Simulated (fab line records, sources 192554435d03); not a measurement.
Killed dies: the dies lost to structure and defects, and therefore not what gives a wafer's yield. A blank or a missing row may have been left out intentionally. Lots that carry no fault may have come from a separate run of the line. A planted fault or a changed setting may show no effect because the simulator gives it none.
Problem report in the 8D (eight disciplines) form, filled by code :: flow n5-finfet :: the parts of the form that need people (team, actions taken, sign-off) are left out

== 1. PROBLEM STATEMENT ==
Wafers without a fault read 70, standard deviation 23; raw-defect-count at N5_BEOL_M3_INSPECT_59 reads a mean of 936 on 6 wafers belonging to 2 lots. Measured from the usual mean, that is +38 standard deviations.
The step: inspects for defects (darkfield).
Seen first at day 11 01:13 on defect-inspect-02, wafer L893.4. At this step, 28 wafers from 10 lots have a number in the record. Rule for "out" (also "out of limits"): further than 4 standard deviations from the usual mean. Any other wafer with a number is counted as sound.

== 2. WHAT IT IS, AND WHAT IT ISN'T ==
question: which readings at this step
is: raw-defect-count
is not: -

question: which lots
is: L893, L894
is not: L881, L882, L883, L884, L885, L888, L889, L897

question: which wafers of those lots
is: all that have a number
is not: -

question: read on which gauges
is: defect-inspect-01, defect-inspect-02
is not: -

question: when
is: from day 11 01:13
is not: up to then (19 sound wafers); but 3 sound wafers of L897 came after

== 3. THE SUSPECTS, EACH WITH WHAT RULES IT OUT ==
Counting: any tool at a process step up to the reading is kept as a suspect provided that every lot that is out went through it and no sound lot did after the first of them.
- the gauge at N5_BEOL_M3_INSPECT_59 is ruled out. The wafers that are out were read on 2 gauges (defect-inspect-01, defect-inspect-02).
- cvd-co-02 at N5_BEOL_M3_CO_CAP_55 (material Co, precursor CCTBA/H2, target thk 2 nm, time 102.1 s): kept. It ran every lot that is out, first L893 (day 11 01:02), and no sound lot after that; its last sound lot up to then is L889 (day 10 05:22).
Left after counting: cvd-co-02 at N5_BEOL_M3_CO_CAP_55.

== 4. THE CAUSE (what the simulator had put in) ==
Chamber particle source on cvd-co-02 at N5_BEOL_M3_CO_CAP_55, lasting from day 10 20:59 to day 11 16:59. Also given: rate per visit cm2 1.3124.
Only this tool survived the counting.

== 5. THE EFFECT CHAIN, in route order ==
Each row: a reading where the mean over the struck wafers with a number is more than 3 standard deviations away from the usual. Readings are gone through only where the record gives a usual standard deviation; hours: the median, over the lots, of the time from a lot's start at the first step in this table giving one to that lot's start at this step; sigmas: the change measured in usual standard deviations.
hours: 0
step: N5_BEOL_M3_INSPECT_59
reading: raw-defect-count
usual: 70
on struck wafers: 936
change: +866
sigmas: +38

hours: 1
step: N5_BEOL_M4_INSPECT_13
reading: raw-defect-count
usual: 420
on struck wafers: 1350
change: +930
sigmas: +8.4

hours: 114
step: N5_PASSIVATION_PROBE_49
reading: defect-limited-yield
usual: 91.3 %
on struck wafers: 82.9
change: -8.4
sigmas: -6.0

hours: 114
step: N5_PASSIVATION_PROBE_49
reading: killed_at_M0_to_M3
usual: 32
on struck wafers: 130
change: +98
sigmas: +10

hours: 114
step: N5_PASSIVATION_PROBE_49
reading: killed-dies
usual: 103
on struck wafers: 201
change: +98
sigmas: +5.8

hours: 114
step: N5_PASSIVATION_PROBE_49
reading: sort_bin_5_function
usual: 5.0 %
on struck wafers: 9.7
change: +4.7
sigmas: +5.1

hours: 114
step: N5_PASSIVATION_PROBE_49
reading: sort-n-pass
usual: 1076
on struck wafers: 979
change: -97
sigmas: -5.7

hours: 114
step: N5_PASSIVATION_PROBE_49
reading: sort-yield-pct
usual: 91.2 %
on struck wafers: 82.9
change: -8.3
sigmas: -5.9
Process steps it contains:
- N5_PASSIVATION_PROBE_49
Later measuring or inspecting steps at which every struck wafer that the step has a row for has a number for every such reading, and none has moved that far: N5_BEOL_M4_RC_MEAS_101.

== 6. HOW IT WOULD HAVE BEEN CAUGHT EARLIER ==
4 hours passed between the start of the fault at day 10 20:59 and the first reading out of limits at a measuring or inspecting step in this record, taken at day 11 01:13.
An alarm limit of 4 standard deviations would not have fired on the tool readings at N5_BEOL_M3_CO_CAP_55 for which the record gives a usual standard deviation, since none of them was out on any struck wafer.
L894, from the lots that are out (2), started N5_BEOL_M3_CO_CAP_55 on cvd-co-02 later than day 11 01:13. A tool hold placed at that time would have kept it from harm.
